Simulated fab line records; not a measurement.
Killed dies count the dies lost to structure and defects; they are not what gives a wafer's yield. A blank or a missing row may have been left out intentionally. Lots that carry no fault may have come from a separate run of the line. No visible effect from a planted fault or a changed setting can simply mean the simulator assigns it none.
Struck lot and sound lot, side by side + flow nandHarc + 38 out of 1159 route steps
Sound: the wafers L221.3, L221.5, L221.6. Struck: wafers L224.1, L224.2, L224.6. The cause is named last.
For every step that has rows: the tool of each side, followed by ch and its chambers, followed by its first start. Under that, the readings that differ: sound wafers + struck wafers + difference of the means + sigmas: that difference in standard deviations of wafers without a fault.
alike: readings with means less than 2 such deviations apart, plus words and numbers identical on both sides. not compared: withheld readings, readings lacking a value on some wafer, bounds such as >300 that could conceal the same value, and numbers that have no deviation in the record and whose values overlap.
A row with sigmas, a row that says differs or no value, or rows on one side alone: a step with any of these is where the two part. Non-overlapping numbers with no deviation appear without sigmas and do not part them. A reading missing from all wafers of one side parts the sides only when that side holds two or more wafers.

NHARC_A_ZERO_WELL_INSPECT_17:
  sound on defectInspect-01, day 8 15:38; struck on defectInspect-01, day 9 17:43
  alike: rawDefectCount
then, 3 steps without rows for these wafers: NHARC_A_SOURCE_PLATE_PRECLEAN_00 (cleans in HF-LAST, time 60 s); NHARC_A_SOURCE_PLATE_SRD_01; NHARC_A_SOURCE_PLATE_OXIDE_02 (material SiO2, target thk 10 nm, ox time 1362 s).
NHARC_A_SOURCE_PLATE_THK_MEAS_09: measures by ellipsometry.
  sound on filmMetro-01, day 8 23:03; struck on filmMetro-02, day 10 01:25
  alike: thkNm
then, 3 steps without rows for these wafers: NHARC_A_SOURCE_PLATE_PVD_04 (deposits WSi2, target thk 50 nm); NHARC_A_SOURCE_PLATE_CVD_03 (deposits poly-Si, target thk 200 nm, time 4000 s); NHARC_A_SOURCE_PLATE_ANNEAL_05 (time 1800 s).
NHARC_A_SOURCE_PLATE_THK_MEAS_06: measures by ellipsometry.
  sound on filmMetro-02, day 9 23:08; struck on filmMetro-01, day 10 11:20
  alike: thkNm
NHARC_A_SOURCE_PLATE_INSPECT_08:
  sound on defectInspect-01, day 9 23:11; struck on defectInspect-01, day 10 11:25
  alike: rawDefectCount
NHARC_A_ONON_D1_DEP_00: target thk 1000 nm.
  sound on pecvdOnon-01 ch 0, day 9 23:23; struck on pecvdOnon-02 ch 0, day 10 11:29
  alike: nh3FlowSccm
NHARC_A_ONON_D1_THK_MEAS_02: measures by ellipsometry.
  sound on filmMetro-02, day 9 23:46; struck on filmMetro-01, day 10 11:59
  alike: thkNm
following that, 1 step holds no rows for these wafers, namely NHARC_A_ONON_D1_DEP_03 (target thickness 1000 nm).
NHARC_A_ONON_D1_THK_MEAS_05: measures by ellipsometry.
  sound on filmMetro-01, day 10 00:20; struck on filmMetro-02, day 10 12:34
  alike: thkNm
following that, 1 step holds no rows for these wafers, namely NHARC_A_ONON_D1_DEP_06 (target thickness 1000 nm).
NHARC_A_ONON_D1_THK_MEAS_08: measures by ellipsometry.
  sound on filmMetro-02, day 10 00:55; struck on filmMetro-01, day 10 13:08
  alike: thkNm
following that, 1 step holds no rows for these wafers, namely NHARC_A_ONON_D1_DEP_09 (target thickness 1000 nm).
NHARC_A_ONON_D1_THK_MEAS_11: measures by ellipsometry.
  sound on filmMetro-01, day 10 01:29; struck on filmMetro-02, day 10 13:41
  alike: thkNm
following that, 1 step holds no rows for these wafers, namely NHARC_A_ONON_D1_DEP_12 (target thickness 1000 nm).
NHARC_A_ONON_D1_THK_MEAS_14: measures by ellipsometry.
  sound on filmMetro-02, day 10 02:04; struck on filmMetro-02, day 10 14:16
  alike: thkNm
then, 2 steps without rows for these wafers: NHARC_A_ONON_D1_ANNEAL_15 (time 3600 s); NHARC_A_ONON_D1_DEP_16 (target thk 1000 nm).
NHARC_A_ONON_D1_THK_MEAS_18: measures by ellipsometry.
  sound on filmMetro-01, day 10 09:12; struck on filmMetro-01, day 10 21:40
  alike: thkNm
following that, 1 step holds no rows for these wafers, namely NHARC_A_ONON_D1_DEP_19 (target thickness 1000 nm).
NHARC_A_ONON_D1_THK_MEAS_21: measures by ellipsometry.
  sound on filmMetro-02, day 10 09:46; struck on filmMetro-02, day 10 22:21
  alike: thkNm
following that, 1 step holds no rows for these wafers, namely NHARC_A_ONON_D1_DEP_22 (target thickness 1000 nm).
NHARC_A_ONON_D1_THK_MEAS_24: measures by ellipsometry.
  sound on filmMetro-02, day 10 10:20; struck on filmMetro-01, day 10 22:55
| reading    | sound       | struck         | difference | sigmas |
|------------|-------------|----------------|------------|--------|
| thkNm (nm) | 991 991 990 | 1011 1011 1011 | +20        | +2     |
following that, 1 step holds no rows for these wafers, namely NHARC_A_ONON_D1_DEP_25 (target thickness 1000 nm).
NHARC_A_ONON_D1_THK_MEAS_27: measures by ellipsometry.
  sound on filmMetro-01, day 10 10:54; struck on filmMetro-01, day 10 23:30
  alike: thkNm
following that, 1 step holds no rows for these wafers, namely NHARC_A_ONON_D1_DEP_28 (target thickness 1000 nm).
NHARC_A_ONON_D1_THK_MEAS_30: measures by ellipsometry.
  sound on filmMetro-01, day 10 11:29; struck on filmMetro-02, day 11 00:07
| reading    | sound       | struck         | difference | sigmas |
|------------|-------------|----------------|------------|--------|
| thkNm (nm) | 988 989 989 | 1013 1011 1012 | +23        | +2     |
NHARC_A_ONON_D1_DEP_33: deposits SiO2, target thk 200 nm.
  sound on pecvd-03 ch 0,2, day 10 11:50; struck on pecvd-02 ch 0,1,2, day 11 00:11
  alike: heaterPowerW, throttleValvePct
NHARC_A_ONON_D1_THK_MEAS_34: measures by ellipsometry.
  sound on filmMetro-01, day 10 12:12; struck on filmMetro-01, day 11 00:35
  alike: thkNm
NHARC_A_CHANNEL_HOLE_D1_DEP_00: deposits aC, target thk 3100 nm.
  sound on aclDep-01 ch 0, day 10 14:10; struck on aclDep-01 ch 0, day 11 02:28
  alike: throttleValvePct
NHARC_A_CHANNEL_HOLE_D1_DEP_01: deposits SiON, target thk 140 nm.
  sound on pecvd-03 ch 0,1,2, day 10 15:31; struck on pecvd-03 ch 0,1,2, day 11 04:22
  alike: heaterPowerW
then, 2 steps without rows for these wafers: NHARC_A_CHANNEL_HOLE_D1_DEHYDRATE_02 (time 120 s); NHARC_A_CHANNEL_HOLE_D1_HMDS_03 (time 30 s).
-- the record jumps here: 12 days lie between the struck wafers' starts before and after (it left off in module A_CHANNEL_HOLE_D1 and takes up again in module END, whose first step shown is number 1159 of the route) --
NHARC_END_SORT_01:
  only the struck wafers appear in the record here, on prober-01 ch 0 at day 23 08:35; the sound ones have no rows

== WHERE THEY PART ==
At NHARC_A_ONON_D1_THK_MEAS_24 first; at NHARC_END_SORT_01 last (within this record only).

WHY: what the simulator had put in
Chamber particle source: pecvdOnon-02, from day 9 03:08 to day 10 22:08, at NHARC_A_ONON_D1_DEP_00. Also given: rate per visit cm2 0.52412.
